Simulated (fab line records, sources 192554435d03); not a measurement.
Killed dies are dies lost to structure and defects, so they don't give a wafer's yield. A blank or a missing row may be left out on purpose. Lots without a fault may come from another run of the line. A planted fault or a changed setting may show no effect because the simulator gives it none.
One fault seen from 2 desks | flow n5_finfet | each desk has only its own numbers; what lay behind them comes last

THE METROLOGY DESK
What the gauges read, lot by lot, whatever tool the lot ran on: means of the sampled wafers that have a number. A lot is out of limits, marked OUT, if its mean lies more than 4 standard deviations from the usual mean; the brackets give that distance. Of its 11 readings 7 are shown: those that lie furthest out on some lot.
Columns: A = cd_nm at N5_DUMMY_GATE_CD_MEAS_24, usual 14.9 nm; B = DIBL_N at N5_BEOL_M4_RC_MEAS_101, usual 35.8 mV/V; C = IOFF_P at N5_BEOL_M4_RC_MEAS_101, usual 0.204 nA/um; D = ION_N at N5_BEOL_M4_RC_MEAS_101, usual 673 uA/um; E = ION_P at N5_BEOL_M4_RC_MEAS_101, usual 462 uA/um; F = SS_N at N5_BEOL_M4_RC_MEAS_101, usual 71.4 mV/dec; G = SS_P at N5_BEOL_M4_RC_MEAS_101, usual 73.3 mV/dec
lot  | first seen here | A    | B    | C     | D   | E   | F    | G
L504 | day 3 00:02     | 14.8 | 36.5 | 0.181 | 676 | 454 | 71.5 | 73.7
L505 | day 3 06:07     | 14.6 | 36.9 | 0.208 | 683 | 467 | 71.1 | 73.3
L509 | day 4 07:05     | 15.1 | 35.6 | 0.217 | 661 | 462 | 71.5 | 73.2
L512 | day 5 01:46     | 14.9 | 35.8 | 0.219 | 672 | 462 | 71.2 | 73.5
L514 | day 5 16:16     | 15.0 | 36.1 | 0.204 | 679 | 468 | 70.8 | 73.1
L519 | day 6 16:10     | 15.4 | 34.7 | 0.184 | 679 | 467 | 70.9 | 72.3
L521 | day 7 07:53     | 14.7 | 35.6 | 0.178 | 669 | 457 | 71.2 | 73.1
L522 | day 7 10:52     | 15.0 | 33.2 | 0.195 | 674 | 465 | 71.7 | 73.1
L524 | day 8 03:58     | 15.0 | 37.3 | 0.230 | 669 | 466 | 71.6 | 73.5
L526 | day 8 12:17     | 15.3 | 36.1 | 0.169 | 666 | 457 | 71.2 | 72.8
This desk's finding: nothing out of limits on any of the 10 lots.

THE TOOL OWNER'S DESK: litho_track-02
The tool's own readings at N5_SD_EPI_N_COAT_32 (time 60 s, resist thk 350 nm): means of the sampled wafers that have a number, for each lot that ran on this tool. A lot is out of limits, marked OUT, if its mean lies more than 4 standard deviations from the usual mean; the brackets give that distance.
Columns: A = heater_power_total_W at N5_SD_EPI_N_COAT_32, usual 500.4 W; B = plate_temp_C at N5_SD_EPI_N_COAT_32, usual 250.02 C
lot  | first seen here | A                       | B
L504 | day 3 00:58     | 499.9                   | 250.05
L512 | day 5 02:48     | 500.1                   | 250.07
L514 | day 5 17:11     | 499.1                   | 249.97
L519 | day 6 17:31     | 845.9 (+99 or more) OUT | 269.34 (+97) OUT
L521 | day 7 09:41     | 846.8 (+99 or more) OUT | 269.09 (+95) OUT
This desk's finding: out of limits on L519, L521; first on L519, day 6 17:31 (heater_power_total_W at N5_SD_EPI_N_COAT_32). In limits: L504, L512, L514.

PUT TOGETHER
The tool owner's desk could have raised an alarm at day 6 17:31, on L519, L521.
The metrology desk saw nothing out of limits.
The metrology desk has L519, L521 on record, within its limits.
Of the lots named, all ran N5_SD_EPI_N_COAT_32 on litho_track-02.

WHAT THE SIMULATOR HAD PUT IN
Process parameter drift: litho_track-02, from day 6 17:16 on, at N5_SD_EPI_N_COAT_32. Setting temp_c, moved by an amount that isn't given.
Lots struck among those shown: L519, L521.
Hours from the fault's start to each desk's first reading out of limits: the tool owner's desk, 0.
